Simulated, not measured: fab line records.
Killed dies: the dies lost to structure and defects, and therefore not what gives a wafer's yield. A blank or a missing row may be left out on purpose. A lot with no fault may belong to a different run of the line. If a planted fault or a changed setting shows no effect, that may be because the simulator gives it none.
A struck lot beside a sound one :: flow n5-finfet :: 21 steps out of a route of 1938
Sound: wafers L711.4, L711.5, L711.6. Struck: wafers L720.1, L720.3, L720.6. Last of all comes the cause.
For every step that has rows: the tool of each side, followed by ch and its chambers, followed by its first start. Under that, the readings that differ: sound wafers :: struck wafers :: difference of the means :: sigmas: that difference in standard deviations of wafers without a fault.
alike: same words and numbers on both sides, and readings whose means sit less than 2 such deviations apart. not compared: any withheld reading, any reading some wafer has no value for, any bound like >300 that may hide the same value, and any number with overlapping values for which the record gives no deviation.
Wherever a step has rows on one side only, a row that says differs or no value, or a row with sigmas, the two part there. Non-overlapping numbers with no deviation appear without sigmas and do not part them. Lack of a reading on every wafer of one side parts them only where that side has two or more wafers.

first, 8 steps without rows for these wafers: N5_BEOL_M14_DESCUM_15 (chemistry O2, time 7.9 s); N5_BEOL_M14_ETCH_59 (etches BARC in N2/H2, target depth 89 nm, overetch 26.7 nm, time 67.9 s); N5_BEOL_M14_VIA_ETCH_16 (etches SiO2 in C4F8/O2/Ar, target depth 1231.3 nm); N5_BEOL_M14_STRIP_63 (strips in O2); N5_BEOL_M14_STRIP_64 (strips in O2); N5_BEOL_M14_STRIP_71 (strips in post etch residue remover, time 60 s); N5_BEOL_M14_SRD_72 (time 30 s, dry time 30 s); N5_BEOL_M14_COAT_65 (time 60 s, resist thk 450 nm).
N5_BEOL_M14_COAT_66: time 60 s, resist thk 110 nm.
  sound on litho-track-01 ch 0, day 12 00:05; struck on litho-track-01 ch 0, day 15 14:08
reading: spin-speed-rpm (rpm)
sound: 1499.6 1499.6 1500.3
struck: 1390.3 1391.8 1391.4
difference: -108.7
sigmas: -99 or more

reading: model.SiARC_of_BEOL_M14_COAT_66.thk-nm (nm)
sound: 110.8 110.8 110.6
struck: 114.8 114.6 114.8
difference: +4.0
sigmas: 
then, 8 steps without rows for these wafers: N5_BEOL_M14_COAT_22 (resist thk 300 nm); N5_BEOL_M14_EBR_24; N5_BEOL_M14_SOFTBAKE_23 (time 60 s); N5_BEOL_M14_EXPOSE_25 (exposes mask M14, target cd 280 nm); N5_BEOL_M14_PEB_26 (peb time 90 s); N5_BEOL_M14_DEVELOP_27 (develop time 45 s); N5_BEOL_M14_HARDBAKE_32 (time 120 s); N5_BEOL_M14_DESCUM_33 (chemistry O2, time 7.9 s).
N5_BEOL_M14_ETCH_67: etches SiARC in CF4, target depth 143 nm, time 238.3 s.
  sound on rie-diel-04 ch 1,2, day 12 00:55; struck on rie-diel-06 ch 1,3, day 15 15:08
reading: model.etch.depth-nm (nm)
sound: 110.8 110.9 110.5
struck: 114.8 114.7 114.9
difference: +4.1
sigmas: 

reading: model.coat_of_BEOL_M14_COAT_22.thk-nm (nm)
sound: 210.4 211 210.8
struck: 209.2 209.2 208.8
difference: -1.7
sigmas: 
  alike: drypump-motor-current-A, etch-rf-on-time-s, mfc-ar-sccm, oes-product-au, rf-vpp-V, showerhead-plenum-p-Torr, throttle-valve-pct
  not compared: rf-hours-counter-h
N5_BEOL_M14_ETCH_68: etches SOC in N2/H2, time 450 s.
  sound on rie-diel-04 ch 1,2, day 12 01:04; struck on rie-diel-06 ch 1,3, day 15 15:17
reading: drypump-motor-current-A (A)
sound: 5.2 5.2 5.8
struck: 6.5 6.0 6.5
difference: +0.9
sigmas: +2

reading: model.SiARC_of_BEOL_M14_COAT_66.thk-nm (nm)
sound: 67.4 67.6 66.8
struck: 69.4 68.8 69.4
difference: +1.9
sigmas: 
  alike: oes-product-au, rf-vpp-V, showerhead-plenum-p-Torr, throttle-valve-pct
  not compared: rf-hours-counter-h
then, 1 step without rows for these wafers: N5_BEOL_M14_STRIP_69 (strips in N2/H2).
N5_PASSIVATION_PROBE_49:
  only the struck wafers here have rows in the record (prober-01, day 16 21:13); the sound ones have none

== WHERE THEY PART ==
Last at N5_PASSIVATION_PROBE_49 as far as this record goes, first at N5_BEOL_M14_COAT_66.

WHY: what had been put in by the simulator
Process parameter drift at N5_BEOL_M14_COAT_66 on litho-track-01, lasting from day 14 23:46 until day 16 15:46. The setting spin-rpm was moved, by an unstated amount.
